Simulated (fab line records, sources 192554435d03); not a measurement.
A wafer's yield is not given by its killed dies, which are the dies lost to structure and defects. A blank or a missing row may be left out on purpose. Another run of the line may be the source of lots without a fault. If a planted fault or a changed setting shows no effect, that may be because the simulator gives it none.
Which tool was responsible?	flow n5-finfet	20 lots, 60 wafers sampled, at 6 steps of a route of 1938

== WHAT THE GAUGES READ, wafer by wafer ==
The record lacks any reading of a measuring or inspecting step that a usual standard deviation could be used to judge.

== WHAT TOOL EACH LOT RAN ON (gives the tool, then ch and the chambers of the sampled wafers, and finally the start) ==
lot	N5_BEOL_M7_DESCUM_16	N5_BEOL_M7_HM_OPEN_17	N5_BEOL_M7_STRIP_80	N5_BEOL_M7_ANNEAL_51	N5_BEOL_M8_DESCUM_16	N5_BEOL_M8_ETCH_61
L074	rie-diel-06 ch 0,3, day 8 15:42	rie-metal-03 ch 0,1, day 8 16:00	rie-diel-03 ch 0,2,3, day 8 19:47 or earlier	rtp-anneal-01 ch 0, day 8 19:47	rie-diel-01 ch 1,2, day 8 22:42	rie-diel-01 ch 1,2, day 8 22:44
L075	rie-diel-02 ch 0,2, day 8 21:23	rie-metal-02 ch 1, day 8 21:41	rie-diel-03 ch 2,3, day 9 02:29 or earlier	rtp-anneal-01 ch 0, day 9 02:29	rie-diel-01 ch 0,1,2, day 9 06:11	rie-diel-01 ch 0,1,2, day 9 06:14
L077	rie-diel-06 ch 0,3, day 9 06:40	rie-metal-02 ch 0,1, day 9 06:57	rie-diel-03 ch 1,2,3, day 9 11:14 or earlier	rtp-anneal-01 ch 0, day 9 11:14	rie-diel-04 ch 0,2,3, day 9 13:59	rie-diel-04 ch 0,2,3, day 9 14:01
L076	rie-diel-03 ch 1,2,3, day 9 10:18	rie-metal-01 ch 0,1, day 9 10:35	rie-diel-02 ch 0,2,3, day 9 15:43 or earlier	rtp-anneal-01 ch 0, day 9 15:43	rie-diel-05 ch 1,2, day 9 19:19	rie-diel-05 ch 1,2, day 9 19:21
L080	rie-diel-06 ch 0,2,3, day 9 18:59	rie-metal-01 ch 0,1, day 9 19:16	rie-diel-03 ch 1,2, day 9 22:52 or earlier	rtp-anneal-02 ch 0, day 9 22:52	rie-diel-04 ch 0,1,3, day 10 01:39	rie-diel-04 ch 0,1,3, day 10 01:41
L082	rie-diel-03 ch 0,1, day 10 19:20	rie-metal-03 ch 0,1, day 10 19:37	rie-diel-02 ch 2,3, day 11 00:00 or earlier	rtp-anneal-02 ch 0, day 11 00:00	rie-diel-01 ch 1,2, day 11 03:31	rie-diel-01 ch 1,2, day 11 03:33
L084	rie-diel-06 ch 1,2,3, day 11 14:43	rie-metal-02 ch 0,1, day 11 15:00	rie-diel-02 ch 1,3, day 11 18:16 or earlier	rtp-anneal-02 ch 0, day 11 18:16	rie-diel-01 ch 0,2, day 11 21:20	rie-diel-01 ch 0,2, day 11 21:23
L085	rie-diel-02 ch 0,2,3, day 11 15:16	rie-metal-01 ch 0,1, day 11 15:33	rie-diel-06 ch 0,1,3, day 11 20:17 or earlier	rtp-anneal-01 ch 0, day 11 20:17	rie-diel-01 ch 2,3, day 11 22:59	rie-diel-01 ch 2,3, day 11 23:01
L086	rie-diel-02 ch 0,1, day 11 19:05	rie-metal-01 ch 0,1, day 11 19:22	rie-diel-03 ch 0,2,3, day 11 22:28 or earlier	rtp-anneal-01 ch 0, day 11 22:28	rie-diel-05 ch 0,3, day 12 00:30	rie-diel-05 ch 0,3, day 12 00:32
L087	rie-diel-03 ch 0,1,2, day 12 02:39	rie-metal-02 ch 0,1, day 12 02:56	rie-diel-06 ch 1,3, day 12 08:38 or earlier	rtp-anneal-01 ch 0, day 12 08:38	rie-diel-01 ch 0,1,2, day 12 12:25	rie-diel-01 ch 0,1,2, day 12 12:28
L089	rie-diel-02 ch 1,2, day 12 05:56	rie-metal-03 ch 0,1, day 12 06:12	rie-diel-03 ch 0,1, day 12 11:15 or earlier	rtp-anneal-02 ch 0, day 12 11:15	rie-diel-04 ch 1,2,3, day 12 13:18	rie-diel-04 ch 1,2,3, day 12 13:20
L088	rie-diel-06 ch 0,1,3, day 12 12:59	rie-metal-02 ch 0,1, day 12 13:16	rie-diel-06 ch 0,1,2, day 12 18:10 or earlier	rtp-anneal-02 ch 0, day 12 18:10	rie-diel-04 ch 1,2,3, day 12 21:06	rie-diel-04 ch 1,2,3, day 12 21:08
L090	rie-diel-06 ch 0,1,3, day 12 20:05	rie-metal-03 ch 0,1, day 12 20:22	rie-diel-03 ch 0,1,2, day 13 00:40 or earlier	rtp-anneal-02 ch 0, day 13 00:40	rie-diel-04 ch 0,3, day 13 05:44	rie-diel-04 ch 0,3, day 13 05:46
L091	rie-diel-06 ch 1,2, day 12 21:19	rie-metal-02 ch 0,1, day 12 21:37	rie-diel-06 ch 1,2, day 13 01:33 or earlier	rtp-anneal-02 ch 0, day 13 01:33	rie-diel-05 ch 1,2,3, day 13 05:51	rie-diel-05 ch 1,2,3, day 13 05:53
L092	rie-diel-03 ch 0,3, day 13 15:11	rie-metal-02 ch 0,1, day 13 15:28	rie-diel-03 ch 0,1,2, day 13 19:05 or earlier	rtp-anneal-01 ch 0, day 13 19:05	rie-diel-04 ch 0,1,2, day 13 22:53	rie-diel-04 ch 0,1,2, day 13 22:56
L093	rie-diel-02 ch 0,1,2, day 13 16:31	rie-metal-01 ch 0,1, day 13 16:49	rie-diel-06 ch 1,2, day 13 20:15 or earlier	rtp-anneal-01 ch 0, day 13 20:15	rie-diel-01 ch 1,2,3, day 13 23:09	rie-diel-01 ch 1,2,3, day 13 23:11
L094	rie-diel-03 ch 1,2, day 13 19:40	rie-metal-02 ch 1, day 13 19:57	rie-diel-06 ch 0,1,2, day 13 23:51 or earlier	rtp-anneal-02 ch 0, day 13 23:51	rie-diel-05 ch 0,3, day 14 02:56	rie-diel-05 ch 0,3, day 14 02:58
L095	rie-diel-03 ch 2,3, day 14 13:44	rie-metal-01 ch 0,1, day 14 14:02	rie-diel-02 ch 1,2,3, day 14 18:41 or earlier	rtp-anneal-01 ch 0, day 14 18:41	rie-diel-01 ch 0,3, day 14 20:58	rie-diel-01 ch 0,3, day 14 21:00
L096	rie-diel-06 ch 0,1,2, day 14 13:58	rie-metal-02 ch 0,1, day 14 14:16	rie-diel-03 ch 0,2,3, day 14 19:49 or earlier	rtp-anneal-02 ch 0, day 14 19:49	rie-diel-04 ch 0,3, day 14 23:27	rie-diel-04 ch 0,3, day 14 23:29
L097	rie-diel-06 ch 0,2, day 14 15:59	rie-metal-03 ch 0,1, day 14 16:16	rie-diel-03 ch 0,2, day 14 20:26 or earlier	rtp-anneal-02 ch 0, day 14 20:26	rie-diel-04 ch 1,3, day 14 23:43	rie-diel-04 ch 1,3, day 14 23:44
- N5_BEOL_M7_DESCUM_16: chemistry O2, time 7.9 s.
- N5_BEOL_M7_HM_OPEN_17: chemistry Cl2/BCl3, target TiN, target depth 20 nm, overetch 6 nm.
- N5_BEOL_M7_STRIP_80: strips in N2/H2, time 10 s.
- N5_BEOL_M7_ANNEAL_51: time 90 s.
- N5_BEOL_M8_DESCUM_16: chemistry O2, time 7.9 s.
- N5_BEOL_M8_ETCH_61: etches SiARC in CF4, target depth 45.5 nm, time 75.8 s.

== AS READ BY THE TOOLS THEMSELVES (means over the sampled wafers that have a number; for cases with no such wafer, the mark the record gives instead) ==
N5_BEOL_M7_DESCUM_16.
lot	tool	drypump-motor-current-A (A)	oes-product-au (a.u.)	rf-vpp-V (V)	showerhead-plenum-p-Torr (Torr)	throttle-valve-pct (%)
L074	rie-diel-06	5.80	0.71	243.3	2.13	20.76
L075	rie-diel-02	5.80	0.80	242.6	2.08	20.23
L077	rie-diel-06	5.78	0.70	243.3	2.12	20.78
L076	rie-diel-03	5.79	0.73	243.5	2.10	20.46
L080	rie-diel-06	5.87	0.70	242.4	2.12	20.72
L082	rie-diel-03	5.66	0.72	242.0	2.02	20.62
L084	rie-diel-06	6.08	0.74	242.7	2.09	20.53
L085	rie-diel-02	5.86	0.83	242.5	2.06	20.23
L086	rie-diel-02	5.82	0.83	244.3	2.13	20.10
L087	rie-diel-03	5.76	0.74	242.1	2.05	20.51
L089	rie-diel-02	5.97	0.74	243.2	2.13	20.22
L088	rie-diel-06	6.01	0.74	243.8	2.13	20.57
L090	rie-diel-06	6.01	0.74	242.9	2.12	20.58
L091	rie-diel-06	6.32	0.78	242.8	2.10	20.32
L092	rie-diel-03	5.80	0.87	243.4	2.11	20.20
L093	rie-diel-02	5.81	0.78	243.6	2.10	20.22
L094	rie-diel-03	5.85	0.74	244.0	2.07	20.43
L095	rie-diel-03	5.96	0.82	243.0	2.10	20.21
L096	rie-diel-06	6.09	0.73	243.4	2.12	20.52
L097	rie-diel-06	5.94	0.68	243.3	2.11	20.71

N5_BEOL_M7_HM_OPEN_17.
lot	tool	drypump-motor-current-A (A)	he-backside-leak-sccm (sccm)	mfc-ar-sccm (sccm)	oes-product-au (a.u.)	throttle-valve-pct (%)
L074	rie-metal-03	5.4	3.35	25.00	0.71	22.12
L075	rie-metal-02	5.1	3.77	24.98	0.65	21.95
L077	rie-metal-02	5.8	3.32	24.92	0.64	22.19
L076	rie-metal-01	5.4	3.44	24.90	0.74	21.92
L080	rie-metal-01	5.4	3.39	24.95	0.74	21.93
L082	rie-metal-03	5.4	3.29	25.03	0.70	22.12
L084	rie-metal-02	5.8	3.42	24.97	0.62	22.21
L085	rie-metal-01	5.4	3.49	25.04	0.72	21.94
L086	rie-metal-01	5.7	3.60	25.03	0.68	21.92
L087	rie-metal-02	5.9	3.39	25.01	0.62	22.21
L089	rie-metal-03	5.5	3.51	25.00	0.67	22.14
L088	rie-metal-02	5.9	3.32	25.03	0.63	22.20
L090	rie-metal-03	5.5	3.44	25.03	0.67	22.15
L091	rie-metal-02	5.8	3.47	25.01	0.62	22.21
L092	rie-metal-02	5.5	3.57	24.96	0.62	22.10
L093	rie-metal-01	5.7	3.66	24.98	0.68	21.93
L094	rie-metal-02	5.2	3.63	24.96	0.63	21.99
L095	rie-metal-01	5.7	3.64	24.92	0.68	21.92
L096	rie-metal-02	5.8	3.46	25.10	0.61	22.24
L097	rie-metal-03	5.5	3.48	24.95	0.66	22.16

N5_BEOL_M7_STRIP_80.
lot	tool	drypump-motor-current-A (A)	oes-product-au (a.u.)	rf-vpp-V (V)	showerhead-plenum-p-Torr (Torr)	throttle-valve-pct (%)
L074	rie-diel-03	5.87	0.75	59.3	2.54	23.60
L075	rie-diel-03	5.90	0.74	59.1	2.61	23.60
L077	rie-diel-03	5.79	0.73	59.2	2.57	23.71
L076	rie-diel-02	5.87	0.86	60.1	2.50	23.58
L080	rie-diel-03	5.87	0.76	59.0	2.55	23.78
L082	rie-diel-02	6.03	0.78	58.8	2.52	23.57
L084	rie-diel-02	6.04	0.82	59.2	2.61	23.38
L085	rie-diel-06	6.03	0.74	59.2	2.57	23.67
L086	rie-diel-03	5.88	0.74	59.5	2.53	23.63
L087	rie-diel-06	6.24	0.78	58.9	2.53	23.45
L089	rie-diel-03	5.55	0.70	59.4	2.47	23.78
L088	rie-diel-06	6.10	0.74	58.6	2.56	23.44
L090	rie-diel-03	5.76	0.73	58.9	2.49	23.74
L091	rie-diel-06	6.19	0.73	59.3	2.49	23.16
L092	rie-diel-03	5.76	0.72	59.6	2.48	23.75
L093	rie-diel-06	6.34	0.77	59.1	2.52	23.23
L094	rie-diel-06	6.10	0.73	58.9	2.55	23.46
L095	rie-diel-02	6.03	0.77	58.9	2.56	23.51
L096	rie-diel-03	5.88	0.81	59.1	2.52	23.48
L097	rie-diel-03	5.84	0.74	59.5	2.45	23.66

N5_BEOL_M7_ANNEAL_51.
lot	tool	anneal-temp-c (C)	wafer_temp_C_max
L074	rtp-anneal-01	224.88	225.3
L075	rtp-anneal-01	225.19	225.4
L077	rtp-anneal-01	225.08	225.8
L076	rtp-anneal-01	225.18	225.7
L080	rtp-anneal-02	224.97	225.9
L082	rtp-anneal-02	225.22	226.3
L084	rtp-anneal-02	224.87	225.9
L085	rtp-anneal-01	225.06	225.9
L086	rtp-anneal-01	224.91	225.8
L087	rtp-anneal-01	225.13	225.7
L089	rtp-anneal-02	225.06	226.2
L088	rtp-anneal-02	224.93	226.3
L090	rtp-anneal-02	225.08	226.3
L091	rtp-anneal-02	224.86	226.0
L092	rtp-anneal-01	225.01	225.6
L093	rtp-anneal-01	224.85	225.6
L094	rtp-anneal-02	224.92	226.3
L095	rtp-anneal-01	225.16	225.7
L096	rtp-anneal-02	225.28	226.2
L097	rtp-anneal-02	224.93	226.5

N5_BEOL_M8_DESCUM_16.
lot	tool	drypump-motor-current-A (A)	oes-product-au (a.u.)	rf-vpp-V (V)	showerhead-plenum-p-Torr (Torr)	throttle-valve-pct (%)
L074	rie-diel-01	5.8	0.70	243.5	2.08	20.47
L075	rie-diel-01	5.3	0.78	243.0	2.08	20.40
L077	rie-diel-04	5.2	0.80	243.3	2.06	20.48
L076	rie-diel-05	5.6	0.79	242.7	2.08	20.24
L080	rie-diel-04	5.2	0.85	243.8	2.13	20.42
L082	rie-diel-01	5.2	0.80	244.1	2.11	20.42
L084	rie-diel-01	5.8	0.92	242.6	2.03	20.17
L085	rie-diel-01	5.3	0.94	243.3	2.05	20.14
L086	rie-diel-05	5.6	0.81	242.1	2.02	20.18
L087	rie-diel-01	5.3	0.84	242.5	2.07	20.35
L089	rie-diel-04	5.1	0.74	243.6	2.13	20.51
L088	rie-diel-04	5.2	0.74	243.3	2.13	20.52
L090	rie-diel-04	5.0	0.75	242.9	2.09	20.57
L091	rie-diel-05	5.5	0.73	241.9	2.04	20.44
L092	rie-diel-04	5.4	0.80	242.5	2.08	20.42
L093	rie-diel-01	5.3	0.83	243.1	2.08	20.32
L094	rie-diel-05	5.2	0.75	241.5	2.00	20.45
L095	rie-diel-01	4.9	0.85	242.8	2.04	20.29
L096	rie-diel-04	5.1	0.92	243.1	2.09	20.29
L097	rie-diel-04	5.0	0.91	244.4	2.16	20.29

N5_BEOL_M8_ETCH_61.
lot	tool	drypump-motor-current-A (A)	etch-rf-on-time-s (s)	mfc-ar-sccm (sccm)	oes-product-au (a.u.)	rf-vpp-V (V)	showerhead-plenum-p-Torr (Torr)	throttle-valve-pct (%)
L074	rie-diel-01	5.8	78.3	100.4	0.58	184.5	2.13	15.76
L075	rie-diel-01	5.3	77.9	99.9	0.65	184.1	2.14	15.66
L077	rie-diel-04	5.2	75.9	99.8	0.68	183.7	2.12	15.68
L076	rie-diel-05	5.6	75.9	100.2	0.68	184.0	2.13	15.41
L080	rie-diel-04	5.2	77.0	100.1	0.73	184.0	2.19	15.62
L082	rie-diel-01	5.2	76.4	100.0	0.67	184.6	2.16	15.63
L084	rie-diel-01	5.8	78.9	100.0	0.76	183.7	2.09	15.38
L085	rie-diel-01	5.3	75.2	100.3	0.79	183.7	2.09	15.18
L086	rie-diel-05	5.6	75.3	99.8	0.70	183.2	2.06	15.35
L087	rie-diel-01	5.3	77.5	100.4	0.70	183.1	2.13	15.55
L089	rie-diel-04	5.2	78.1	99.8	0.63	184.5	2.17	15.62
L088	rie-diel-04	5.2	77.1	100.2	0.63	184.2	2.16	15.62
L090	rie-diel-04	5.1	77.9	100.0	0.63	183.5	2.17	15.94
L091	rie-diel-05	5.5	76.7	99.9	0.63	183.0	2.08	15.61
L092	rie-diel-04	5.4	76.5	100.2	0.68	184.4	2.12	15.50
L093	rie-diel-01	5.3	77.6	99.9	0.69	184.2	2.12	15.44
L094	rie-diel-05	5.3	74.7	100.0	0.64	182.8	2.04	15.58
L095	rie-diel-01	4.9	76.2	99.7	0.72	183.8	2.09	15.43
L096	rie-diel-04	5.1	75.8	99.9	0.79	184.3	2.17	15.61
L097	rie-diel-04	5.1	76.8	99.8	0.77	184.1	2.22	15.48

== THE ANSWER, worked out from the rows above alone ==
Rule: the usual values come from the lots themselves. Put in order of their means at a reading, lots are off if they are a third of the lots or fewer, leave a main group of 4 or more, and stand apart from it by a gap of 3 or more times the standard deviation of the main group's means; of several such gaps the widest counts. Not used: any main group whose means are identical at the precision the tables above print for the reading. Also off: a lot with no number at a reading for which 4 or more lots have one. All remaining lots with rows at the step are treated as sound. After the gauges, taken in route order, come the tools' own readings; for these a lot's mean is taken, as printed above. The first step at which some lot is off is used, and at that step the reading that is off furthest; a lot without a number counts as furthest.
Across all readings shown, no lot is off: no conclusion can be drawn from this.

== WHAT THE SIMULATOR PUT IN ==
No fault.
